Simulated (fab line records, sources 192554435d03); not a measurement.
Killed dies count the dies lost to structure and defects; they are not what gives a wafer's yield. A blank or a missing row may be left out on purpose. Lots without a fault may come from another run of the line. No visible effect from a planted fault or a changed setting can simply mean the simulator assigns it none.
Struck lot and sound lot, side by side | flow n5_finfet | 38 steps out of a route of 1938
Sound: the wafers L755.1, L755.4, L755.6. Wafers struck: L764.1, L764.2. The cause is named last.
Order at every step that has rows: each side's tool, ch and its chambers, its first start. Under that, the readings that differ: sound wafers | struck wafers | difference of the means | sigmas: that difference in standard deviations of wafers without a fault.
alike: a reading whose means differ by less than 2 such deviations, as well as words and numbers matching on both sides. not compared: withheld readings; readings where some wafer has no value; bounds like >300 that might hide an equal value; numbers whose values overlap and for which the record gives no deviation.
Wherever a step has rows on one side only, a row that says differs or no value, or a row with sigmas, the two part there. When numbers do not overlap yet have no deviation, they are printed without sigmas and do not part them. A reading that every wafer of one side lacks parts them only if that side has two wafers or more.

first, 9 steps without rows for these wafers: N5_FIN_CUT_COAT_02 (resist thk 30 nm); N5_FIN_CUT_EBR_04; N5_FIN_CUT_SOFTBAKE_03 (time 60 s); N5_FIN_CUT_EXPOSE_05 (exposes mask FIN CUT); N5_FIN_CUT_PEB_06 (peb time 60 s); N5_FIN_CUT_DEVELOP_07 (develop time 30 s); N5_FIN_CUT_DESCUM_13 (chemistry O2, time 7 s); N5_FIN_CUT_ETCH_30 (etches underlayer in N2/H2, target depth 13 nm, time 10.4 s); N5_FIN_CUT_ETCH_20 (etches SiARC in CF4, target depth 26 nm, time 43.3 s).
N5_FIN_CUT_ETCH_21: etches SOC in N2/H2, target depth 219 nm, overetch 43.8 nm, time 523.5 s.
  sound on rie_diel-02 ch 0,1,2, day 4 11:13; struck on rie_diel-02 ch 1,3, day 6 15:47
  reading                                    | sound          | struck  | difference | sigmas
  model.SiARC_of_FIN_CUT_COAT_19.thk_nm (nm) | 11.8 11.8 11.8 | 7 7.6   | -5         |
  model.FIN_CUT.cd_offset_nm (nm)            | 0.6 0.6 0.6    | 3.2 3.8 | +2.9       |
  alike: drypump_motor_current_A, oes_product_au, rf_vpp_V, showerhead_plenum_p_Torr, throttle_valve_pct
  not compared: rf_hours_counter_h
then, 7 steps without rows for these wafers: N5_FIN_CUT_STRIP_23 (strips in N2/H2); N5_FIN_CUT_STRIP_31 (strips in N2/H2); N5_FIN_CUT_STRIP_24 (strips in CF4); N5_FIN_CUT_CUT_ETCH_26 (etches SiNx in CH3F/O2, target depth 39 nm, time 55.7 s); N5_FIN_CUT_CUT_ETCH_27 (etches SiO2 in CHF3/O2, target depth 4 nm, overetch 2 nm, time 4.9 s); N5_FIN_CUT_PRECLEAN_35 (cleans in vHF, time 13.3 s); N5_FIN_CUT_CUT_ETCH_15 (etches Si in HBr/Cl2/O2, target depth 100 nm, bt time 10 s, time 42.4 s).
N5_FIN_CUT_CUT_ETCH_28: etches Si in HBr/Cl2/O2, target depth 6 nm, time 2.4 s.
  sound on rie_si-01 ch 0,1,3, day 4 11:49; struck on rie_si-06 ch 0,1, day 6 16:23
  reading                         | sound     | struck  | difference | sigmas
  model.FIN_CUT.cd_offset_nm (nm) | 0.6 0.8 1 | 3.2 3.8 | +2.7       |
  alike: drypump_motor_current_A, oes_product_au, throttle_valve_pct
  not compared: rf_hours_counter_h
then, 19 steps without rows for these wafers: N5_FIN_CUT_STRIP_22 (strips in N2/H2); N5_FIN_CUT_PRECLEAN_36 (cleans in O3/DIW, time 60 s); N5_FIN_CUT_SRD_32 (time 30 s); N5_FIN_CUT_UV_OZONE_34 (time 120 s); N5_STI_FIN_REVEAL_ALD_00 (deposits SiO2, target thk 1 nm, pulse time 1 s); N5_STI_FIN_REVEAL_ALD_14 (deposits Si3N4, target thk 3 nm); N5_STI_FIN_REVEAL_FCVD_FILL_01 (material SiO2 flowable, target thk 312 nm, time 512.2 s); N5_STI_FIN_REVEAL_DENSIFY_02 (time 1800 s); N5_STI_FIN_REVEAL_CMP_04 (polishes, stops on Si3N4, t overpolish 4 s, target thk 131.83 nm); N5_STI_FIN_REVEAL_DENSIFY_30; N5_STI_FIN_REVEAL_ETCHBACK_08 (etches SiO2 in C4F6/O2, target depth 30.5 nm, time 10.167 s); N5_STI_FIN_REVEAL_STRIP_24 (strips in N2/H2, time 90 s); N5_STI_FIN_REVEAL_PRECLEAN_25 (cleans in SPM, time 90 s); N5_STI_FIN_REVEAL_PRECLEAN_26 (cleans in SC1, time 45 s); N5_STI_FIN_REVEAL_PRECLEAN_29 (cleans in DHF, time 30 s); N5_STI_FIN_REVEAL_SRD_12 (time 30 s); N5_STI_FIN_REVEAL_RECESS_09 (chemistry HF/NH3, target SiO2, afs cycles 11, target depth 42.5 nm, sublimation time 60 s); N5_STI_FIN_REVEAL_STRIP_16 (strips SiNx in H3PO4, target depth 23.8 nm); N5_STI_FIN_REVEAL_PRECLEAN_17 (cleans in NF3:NH3, afs cycles 1, time 20 s, sublimation time 60 s).
-- the record jumps here: 11 days lie between the struck wafers' starts before and after (it left off in module STI_FIN_REVEAL and takes up again in module PASSIVATION, whose first step shown is number 1936 of the route) --
N5_PASSIVATION_PROBE_49:
  sound: prober-01 at day 14 06:51; struck: prober-01 at day 17 06:47
  reading                  | sound          | struck    | difference | sigmas
  defect_limited_yield (%) | 92.9 91.1 93.5 | 90.3 88.5 | -3.1       | -2
  killed_dies              | 84 105 77      | 115 136   | +37        | +2
  killed_on_rim            | 9 13 13        | 33 15     | +12        | +3
  sort_n_pass              | 1096 1075 1103 | 1065 1044 | -37        | -2
  sort_yield_pct (%)       | 92.9 91.1 93.5 | 90.3 88.5 | -3.1       | -2
  alike: killed_at_M0_to_M3, killed_at_M4_up, killed_at_contacts, killed_at_front_end, killed_at_other, killed_open, killed_short, sort_bin_5_function, sort_bin_6_memory

WHERE THEY PART
Only at N5_PASSIVATION_PROBE_49, within this record.

WHY: what the simulator had put in
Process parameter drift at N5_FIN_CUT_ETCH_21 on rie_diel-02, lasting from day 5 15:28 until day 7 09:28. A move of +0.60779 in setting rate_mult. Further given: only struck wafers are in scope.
